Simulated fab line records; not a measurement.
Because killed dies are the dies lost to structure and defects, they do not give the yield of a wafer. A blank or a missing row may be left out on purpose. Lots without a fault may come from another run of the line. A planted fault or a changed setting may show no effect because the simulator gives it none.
fab line records	flow n5-finfet
[record] lots = 11	wafers = 33	last-day = 18
route steps=1938 shown BEOL_M2@907 BEOL_M4@1111
lots untouched by any fault: they come from a run of this same line in which no faults occurred
start-h: hours from the record's opening day to when the first of the lot's shown wafers began	wait-h: time in hours since the lot's previous step	" repeats the value in the row above	L1.1+2: several wafers, shown together as one row	- value missing, or start not given	* or withheld: withheld	< > ~ a bound
route shown NAME@n: a module of which the file shows steps, and the number in the route of the first	usual: mean/standard deviation of fault-free wafers	same: alike in all rows	chamber/n: place in a boat	sites: the reading at each site	_std_site: the values' standard deviation	_edge_site: inner sites' mean taken away from outer sites' mean	radius-mm: how far each site lies from the wafer's centre	mask NAME#n: copy n	behind: the most recent tool/chamber to have shaped the wafer	hold: what put the lot on hold/how long, in hours/how the hold closed	device: names the non-switching transistor (n, p or np)	end of line: at the end of the route, the tests of the same wafers	where a step has no rows: the recipe by itself	killed: dies lost to structure and defects at the first sort, not the wafer's yield	map: per-die view of a wafer (x killed, . not killed, _ where there is no die)
set.NAME: the run value of the setting; set.NAME@STEP: its run value at that earlier step	model.NAME: the simulator's own value behind a step, which no gauge read
one table for each step of the route and one row for each wafer, over a sample of lots
services: the hour from which a tool's chamber was out of use, counted from the record's first day as start-h (under 0 if before that day), plus the number of hours and why
[[steps]]
[step N5_BEOL_M2_ANNEAL_80]
[recipe] temp-c = 400	time-s = 240	ambient = vacuum
[usual] heater-power-w = 871/140	susceptor-temp-C = 400.00/0.23
lot.wafer	tool	chamber	start-h	wait-h	heater-power-w	susceptor-temp-C
L891.1	pvd-sputter-01	-	144.14	0.0	852	400.01
L891.2	"	-	"	"	845	400.58
L891.3	"	-	"	"	725	399.60
L895.2	pvd-sputter-02	-	165.96	0.0	1067	399.93
L895.4	"	-	"	"	694	400.32
L895.5	"	-	"	"	999	399.70
L896.3	pvd-sputter-02	-	171.62	0.0	1023	399.95
L896.4	"	-	"	"	1037	400.08
L896.6	"	-	"	"	704	399.85
L898.1	pvd-sputter-02	-	178.60	0.0	1019	400.27
L898.2	"	-	"	"	940	399.94
L898.5	"	-	"	"	704	400.09
L905.2	pvd-sputter-02	-	226.36	0.0	922	399.87
L905.5	"	-	"	"	1022	400.25
L905.6	"	-	"	"	686	399.88
L907.2	pvd-sputter-01	-	232.53	0.0	849	400.25
L907.3	"	-	"	"	795	399.86
L907.4	"	-	"	"	848	399.42
L908.1	pvd-sputter-02	-	244.34	0.0	901	399.66
L908.3	"	-	"	"	1010	400.24
L908.4	"	-	"	"	1078	399.86
L909.2	pvd-sputter-01	-	252.53	0.0	811	400.14
L909.5	"	-	"	"	854	400.00
L909.6	"	-	"	"	812	399.99
L910.1	pvd-sputter-02	-	264.69	0.0	923	399.79
L910.2	"	-	"	"	702	400.14
L910.3	"	-	"	"	1016	400.02
L911.4	pvd-sputter-03	-	267.86	0.0	776	400.04
L911.5	"	-	"	"	1152	399.86
L911.6	"	-	"	"	838	400.23
L914.4	pvd-sputter-02	-	280.54	0.0	702	400.03
L914.5	"	-	"	"	1020	399.75
L914.6	"	-	"	"	930	400.01
[step N5_BEOL_M2_ANNEAL_91]
[recipe] temp-c = 400	time-s = 240	ambient = vacuum
[usual] heater-power-w = 871/140	susceptor-temp-C = 400.02/0.24
lot.wafer	tool	chamber	start-h	wait-h	heater-power-w	susceptor-temp-C
L891.1	pvd-sputter-01	-	145.02	0.0	853	399.73
L891.2	"	-	"	"	820	399.72
L891.3	"	-	"	"	720	400.42
L895.2	pvd-sputter-02	-	166.84	0.0	1044	400.16
L895.4	"	-	"	"	681	399.91
L895.5	"	-	"	"	1016	400.06
L896.3	pvd-sputter-02	-	172.50	0.0	1027	400.12
L896.4	"	-	"	"	1017	400.15
L896.6	"	-	"	"	684	400.00
L898.1	pvd-sputter-02	-	179.48	0.0	1057	399.83
L898.2	"	-	"	"	920	399.69
L898.5	"	-	"	"	699	400.16
L905.2	pvd-sputter-02	-	227.24	0.0	-	-
L905.5	"	-	"	"	-	-
L905.6	"	-	"	"	-	-
L907.2	pvd-sputter-01	-	233.41	0.0	-	-
L907.3	"	-	"	"	-	-
L907.4	"	-	"	"	-	-
L908.1	pvd-sputter-02	-	245.22	0.0	918	400.16
L908.3	"	-	"	"	1057	400.04
L908.4	"	-	"	"	1024	399.30
L909.2	pvd-sputter-01	-	253.41	0.0	830	400.06
L909.5	"	-	"	"	823	399.98
L909.6	"	-	"	"	826	399.82
L910.1	pvd-sputter-02	-	265.57	0.0	940	399.61
L910.2	"	-	"	"	687	400.27
L910.3	"	-	"	"	986	399.84
L911.4	pvd-sputter-03	-	268.74	0.0	775	399.88
L911.5	"	-	"	"	1159	400.22
L911.6	"	-	"	"	858	400.07
L914.4	pvd-sputter-02	-	281.42	0.0	702	400.27
L914.5	"	-	"	"	1016	399.92
L914.6	"	-	"	"	922	400.11
[step N5_BEOL_M2_ANNEAL_93]
[recipe] temp-c = 400	time-s = 240	ambient = vacuum
[usual] heater-power-w = 869/140	susceptor-temp-C = 400.00/0.21
lot.wafer	tool	chamber	start-h	wait-h	heater-power-w	susceptor-temp-C
L891.1	pvd-sputter-01	-	145.24	0.0	833	399.97
L891.2	"	-	"	"	846	400.04
L891.3	"	-	"	"	731	399.74
L895.2	pvd-sputter-02	-	167.06	0.0	1061	399.82
L895.4	"	-	"	"	709	399.90
L895.5	"	-	"	"	1012	399.96
L896.3	pvd-sputter-02	-	172.72	0.0	986	399.91
L896.4	"	-	"	"	1009	399.88
L896.6	"	-	"	"	686	400.27
L898.1	pvd-sputter-02	-	179.70	0.0	1042	399.57
L898.2	"	-	"	"	955	400.19
L898.5	"	-	"	"	698	400.00
L905.2	pvd-sputter-02	-	227.46	0.0	927	400.31
L905.5	"	-	"	"	1035	400.13
L905.6	"	-	"	"	701	399.94
L907.2	pvd-sputter-01	-	233.63	0.0	832	400.37
L907.3	"	-	"	"	825	400.32
L907.4	"	-	"	"	850	400.33
L908.1	pvd-sputter-02	-	245.44	0.0	905	400.05
L908.3	"	-	"	"	1003	399.96
L908.4	"	-	"	"	1040	400.30
L909.2	pvd-sputter-01	-	253.63	0.0	826	400.23
L909.5	"	-	"	"	858	399.91
L909.6	"	-	"	"	803	399.79
L910.1	pvd-sputter-02	-	265.79	0.0	943	400.09
L910.2	"	-	"	"	701	400.18
L910.3	"	-	"	"	1041	399.69
L911.4	pvd-sputter-03	-	268.96	0.0	757	400.07
L911.5	"	-	"	"	1186	399.86
L911.6	"	-	"	"	841	399.94
L914.4	pvd-sputter-02	-	281.64	0.0	702	399.84
L914.5	"	-	"	"	1014	399.71
L914.6	"	-	"	"	931	399.77
[step N5_BEOL_M2_SPUTTER_96]
[recipe] material = Cu	target-thk-a = 45	temp-c = -20	chamber-pressure-pa = 0.07	power-w = withheld	time-s = 8.29
[usual] throttle-valve-pct = 29.7/0.95
lot.wafer	tool	chamber	start-h	wait-h	throttle-valve-pct
L891.1	pvd-sputter-01	-	145.60	0.1	28.7
L891.2	"	-	"	"	28.6
L891.3	"	-	"	"	30.2
L895.2	pvd-sputter-02	-	167.42	0.1	30.5
L895.4	"	-	"	"	28.4
L895.5	"	-	"	"	30.4
L896.3	pvd-sputter-02	-	173.08	0.1	30.0
L896.4	"	-	"	"	30.0
L896.6	"	-	"	"	28.6
L898.1	pvd-sputter-02	-	180.06	0.1	30.3
L898.2	"	-	"	"	29.9
L898.5	"	-	"	"	28.9
L905.2	pvd-sputter-02	-	227.82	0.1	29.6
L905.5	"	-	"	"	30.5
L905.6	"	-	"	"	28.8
L907.2	pvd-sputter-01	-	233.99	0.1	28.5
L907.3	"	-	"	"	31.3
L907.4	"	-	"	"	28.7
L908.1	pvd-sputter-02	-	245.80	0.1	29.7
L908.3	"	-	"	"	29.9
L908.4	"	-	"	"	30.3
L909.2	pvd-sputter-01	-	253.99	0.1	31.4
L909.5	"	-	"	"	29.0
L909.6	"	-	"	"	31.3
L910.1	pvd-sputter-02	-	266.15	0.1	29.6
L910.2	"	-	"	"	28.9
L910.3	"	-	"	"	30.0
L911.4	pvd-sputter-03	-	269.32	0.1	29.4
L911.5	"	-	"	"	27.8
L911.6	"	-	"	"	29.8
L914.4	pvd-sputter-02	-	282.00	0.1	28.9
L914.5	"	-	"	"	30.0
L914.6	"	-	"	"	29.4
[step N5_BEOL_M4_RC_MEAS_101]
[usual] DIBL_N = 36.9/1.7	DIBL_P = 36.7/2.1	IOFF_N = 0.17/0.032	IOFF_P = 0.22/0.036	ION_N = 674/12	ION_P = 461/7	SS_N = 71.7/0.6	SS_P = 73.4/0.67	VT_N = 249/3.1	VT_P = -250/3.2
lot.wafer	tool	chamber	start-h	wait-h	DIBL_N[mV/V]	DIBL_P[mV/V]	IOFF_N[nA/um]	IOFF_P[nA/um]	ION_N[uA/um]	ION_P[uA/um]	SS_N[mV/dec]	SS_P[mV/dec]	VT_N[mV]	VT_P[mV]
L891.1	prober-01	0	169.52	0.0	35.5	35.5	0.14	0.18	657	448	71.7	72.8	253	-254
L891.2	"	0	"	"	36.4	36.6	0.15	0.20	674	464	71.3	73.2	254	-251
L891.3	"	0	"	"	35.7	34.9	0.14	0.18	666	456	70.9	73.1	250	-251
L895.2	prober-02	0	195.54	0.2	37.5	38.3	0.17	0.21	668	460	71.6	73.6	250	-252
L895.4	"	0	"	"	40.4	42.5	0.24	0.28	691	463	72.7	75.5	242	-248
L895.5	"	0	"	"	37.1	38.5	0.16	0.21	678	461	72.3	73.6	250	-251
L896.3	prober-02	0	197.64	0.4	38.0	40.4	0.20	0.27	687	469	72.1	73.6	244	-246
L896.4	"	0	"	"	35.7	36.3	0.16	0.20	670	464	71.7	72.8	248	-251
L896.6	"	0	"	"	37.3	39.3	0.18	0.26	671	463	72.3	73.7	248	-248
L898.1	prober-01	0	200.16	0.0	36.3	36.9	0.17	0.23	685	471	71.0	73.6	245	-246
L898.2	"	0	"	"	35.7	35.5	0.14	0.21	662	460	71.5	73.7	250	-250
L898.5	"	0	"	"	37.0	37.6	0.17	0.25	676	467	71.1	72.9	248	-246
L905.2	prober-01	0	249.86	0.2	38.3	38.9	0.21	0.27	691	467	71.7	74.6	247	-247
L905.5	"	0	"	"	38.2	39.0	0.21	0.26	691	470	71.4	74.2	246	-248
L905.6	"	0	"	"	35.9	36.5	0.16	0.21	681	467	71.6	72.9	251	-250
L907.2	prober-01	0	253.01	0.2	36.7	36.8	0.14	0.19	664	454	71.6	73.0	251	-253
L907.3	"	0	"	"	37.6	36.9	0.18	0.19	671	455	72.4	72.8	248	-251
L907.4	"	0	"	"	36.9	36.5	0.15	0.18	660	456	71.9	72.7	252	-252
L908.1	prober-02	0	270.93	0.0	38.5	38.0	0.19	0.24	676	466	71.9	73.7	248	-249
L908.3	"	0	"	"	35.0	34.8	0.13	0.20	654	458	71.2	72.8	252	-252
L908.4	"	0	"	"	32.8	32.0	0.11	0.16	660	455	70.6	72.6	253	-255
L909.2	prober-02	0	279.27	0.2	36.3	35.0	0.17	0.26	681	470	71.5	72.7	247	-245
L909.5	"	0	"	"	34.8	33.8	0.13	0.23	668	469	71.8	72.6	254	-245
L909.6	"	0	"	"	37.2	35.8	0.18	0.26	681	471	71.3	73.8	247	-245
L910.1	prober-01	0	285.93	0.0	37.1	37.7	0.17	0.27	679	465	72.8	73.5	248	-245
L910.2	"	0	"	"	36.4	35.5	0.15	0.22	668	461	71.0	73.3	252	-245
L910.3	"	0	"	"	38.0	38.3	0.21	0.28	702	472	73.2	74.1	244	-245
L911.4	prober-01	0	289.45	0.5	35.4	37.3	0.16	0.21	681	464	71.1	73.6	248	-250
L911.5	"	0	"	"	37.0	37.7	0.17	0.22	682	465	70.8	73.7	248	-249
L911.6	"	0	"	"	35.2	37.1	0.15	0.21	682	461	71.0	73.0	250	-249
L914.4	prober-01	0	312.33	0.5	39.1	38.5	0.18	0.23	663	460	71.9	74.1	251	-249
L914.5	"	0	"	"	37.7	37.1	0.16	0.22	659	458	72.1	73.7	252	-248
L914.6	"	0	"	"	39.5	39.5	0.19	0.26	681	467	72.8	73.8	251	-247
[[services]]
tool	chamber	start-h	hours	kind
pvd-sputter-03	-	124.48	12.1	repair
pvd-sputter-01	-	129.67	3.7	repair
pvd-sputter-03	-	150.18	7.7	repair
[[key]]
[first-sign] step = N5_BEOL_M2_ANNEAL_91	reading = tool-record	direction = missing
effect none on later readings
met-at N5_BEOL_M2_ANNEAL_91
struck-lots L905,L907
not-acting-at N5_BEOL_M2_ANNEAL_80,N5_BEOL_M2_ANNEAL_93,N5_BEOL_M2_SPUTTER_96
onset-between 179.48 227.24
[fault] kind = skipped-step-whole	tool = pvd-sputter-01,pvd-sputter-02	chamber = -	onset-h = 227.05	steps = N5_BEOL_M2_ANNEAL_91	scope = struck-lots-only
